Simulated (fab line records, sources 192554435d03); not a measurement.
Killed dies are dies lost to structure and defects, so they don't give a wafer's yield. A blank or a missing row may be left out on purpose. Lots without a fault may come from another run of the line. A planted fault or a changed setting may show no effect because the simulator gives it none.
Chamber matching | flow n5_finfet | N5_MOL_CONTACT_COAG_CMP_52 on cmp-04: 4 sister chambers
The step polishes, stops on SiO2, t overpolish 1.5 s, target thk 66.5 nm. 20 wafers are shown with their chamber, then 10 later ones without.

WAFERS WITH THEIR CHAMBER
wafer  | chamber | motor_current_A (A) | time_to_endpoint_s (s) | overpolish_run_s (s)
L074.2 | 0       | 11.9                | 10.6                   | 1.500
L074.4 | 1       | 12.0                | 12.4                   | 1.508
L074.5 | 0       | 12.6                | 9.0                    | 1.482
L075.1 | 2       | 10.9                | 10.8                   | 1.508
L075.3 | 0       | 11.9                | 11.4                   | 1.501
L075.5 | 3       | 13.2                | 7.6                    | 1.515
L078.1 | 3       | 13.1                | 11.7                   | 1.482
L078.2 | 1       | 11.7                | 13.1                   | 1.501
L078.6 | 1       | 12.1                | 12.8                   | 1.512
L079.3 | 2       | 11.5                | 13.7                   | 1.486
L079.4 | 1       | 11.6                | 13.1                   | 1.504
L079.6 | 0       | 12.0                | 14.8                   | 1.524
L085.1 | 0       | 12.3                | 14.9                   | 1.510
L085.2 | 3       | 13.4                | 11.3                   | 1.495
L085.6 | 0       | 11.8                | 17.4                   | 1.487
L086.4 | 1       | 11.8                | 14.0                   | 1.505
L086.5 | 3       | 13.2                | 8.9                    | 1.498
L086.6 | 2       | 11.8                | 11.5                   | 1.506
L090.1 | 1       | 11.3                | 13.8                   | 1.509
L090.4 | 2       | 11.7                | 10.9                   | 1.499

SIGNATURES (means of the wafers above)
reading            | chamber 0 | chamber 1 | chamber 2 | chamber 3 | scatter within a chamber
motor_current_A    | 12.083    | 11.750    | 11.475    | 13.225    | 0.298
time_to_endpoint_s | 13.017    | 13.200    | 11.725    | 9.875     | 2.08
overpolish_run_s   | 1.50067   | 1.50650   | 1.49975   | 1.49750   | 0.0114
Rule: a wafer's distance from a chamber is the root of the sum, over the readings, of the square of ((its reading less the chamber's mean) divided by the reading's scatter). The wafer belongs to the nearest chamber; if the next one is less than 2 further off, it can't be placed. The scatter: the root of (the sum of the squares of (reading less its chamber's mean) over the shown wafers, divided by (wafers less chambers)).

WAFERS WITHOUT THEIR CHAMBER
wafer  | motor_current_A (A) | time_to_endpoint_s (s) | overpolish_run_s (s)
L090.6 | 11.7                | 15.0                   | 1.509
L092.1 | 13.0                | 11.1                   | 1.497
L092.4 | 11.3                | 11.5                   | 1.499
L092.5 | 11.1                | 12.0                   | 1.520
L096.4 | 11.5                | 13.0                   | 1.508
L096.5 | 12.8                | 7.7                    | 1.512
L096.6 | 12.0                | 9.1                    | 1.495
L097.1 | 11.6                | 13.3                   | 1.505
L097.2 | 11.7                | 12.7                   | 1.498
L097.5 | 11.8                | 15.5                   | 1.504

WHICH CHAMBER EACH WENT THROUGH
wafer  | from the rows above          | in truth
L090.6 | can't be placed: 1 or 0 or 2 | 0
L092.1 | 3                            | 3
L092.4 | can't be placed: 2 or 1      | 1
L092.5 | can't be placed: 2 or 1 or 0 | 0
L096.4 | can't be placed: 1 or 2 or 0 | 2
L096.5 | can't be placed: 3 or 0      | 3
L096.6 | can't be placed: 0 or 2 or 1 | 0
L097.1 | can't be placed: 1 or 2 or 0 | 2
L097.2 | can't be placed: 1 or 2 or 0 | 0
L097.5 | can't be placed: 1 or 0 or 2 | 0
Placed correctly: 1 of 10. Can't be placed from these rows: 9 (the true chamber is among the candidates in 9). Placed wrongly: 0.
